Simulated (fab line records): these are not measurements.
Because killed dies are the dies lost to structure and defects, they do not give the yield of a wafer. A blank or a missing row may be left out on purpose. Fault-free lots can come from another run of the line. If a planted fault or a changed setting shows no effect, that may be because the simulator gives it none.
Matching of chambers    flow nandHarc    NHARC_P_GATE_ETCH_32 on rieSi-01 has 4 sister chambers
The step etches the open film in HBr/Cl2, target depth 150 nm, time 100.1 s. 16 wafers are shown with their chamber, then 8 later ones without.

## WAFERS WITH THEIR CHAMBER
wafer   chamber  drypumpMotorCurrentA (A)  oesProductAu (a.u.)  throttleValvePct (%)
L074.1  1        6.5                       1.007                26.405
L074.2  2        5.2                       0.997                26.401
L074.6  3        5.4                       1.006                26.394
L076.1  1        6.5                       0.990                26.418
L076.2  3        5.4                       0.997                26.395
L076.5  1        6.5                       0.994                26.406
L077.1  1        6.5                       0.996                26.406
L077.5  1        6.5                       0.998                26.411
L077.6  2        5.3                       0.985                26.408
L079.1  3        5.4                       0.998                26.406
L079.3  1        6.5                       0.990                26.424
L079.4  3        5.4                       0.986                26.416
L085.1  2        5.3                       0.984                26.413
L085.2  0        5.2                       0.988                26.412
L085.4  3        5.4                       0.996                26.396
L091.2  0        5.2                       0.985                26.408

SIGNATURES, as means of the wafers listed above
reading               chamber 0  chamber 1  chamber 2  chamber 3  scatter within a chamber
drypumpMotorCurrentA  5.200      6.500      5.267      5.400      0.0236
oesProductAu          0.98650    0.99583    0.98867    0.99660    0.00654
throttleValvePct      26.41000   26.41167   26.40733   26.40140   0.00786
Rule: a wafer's distance from a chamber is the root of the sum, over the readings, of the square of ((its reading less the chamber's mean) divided by the reading's scatter). The wafer belongs to the nearest chamber; if the next one is less than 2 further off, it can't be placed. How the scatter is found: for the shown wafers, subtract from each reading the mean of its chamber, square and add these, divide the total by (wafers less chambers), then take the root.

## WAFERS MISSING THEIR CHAMBER
wafer   drypumpMotorCurrentA (A)  oesProductAu (a.u.)  throttleValvePct (%)
L091.3  5.3                       0.980                26.426
L091.6  6.5                       0.995                26.395
L095.3  5.2                       0.989                26.405
L095.5  6.5                       0.990                26.405
L095.6  5.2                       0.994                26.411
L096.1  5.3                       0.989                26.412
L096.2  5.4                       0.994                26.411
L096.4  6.5                       1.000                26.400

## WHICH CHAMBER EACH WENT THROUGH
wafer   from the rows above      in truth
L091.3  can't be placed: 2 or 0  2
L091.6  1                        1
L095.3  0                        0
L095.5  1                        1
L095.6  can't be placed: 0 or 2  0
L096.1  2                        2
L096.2  3                        3
L096.4  1                        1
6 of 8 placed correctly. Not placeable from these rows: 2 (in 2, the candidates include the true chamber). 0 placed wrongly.
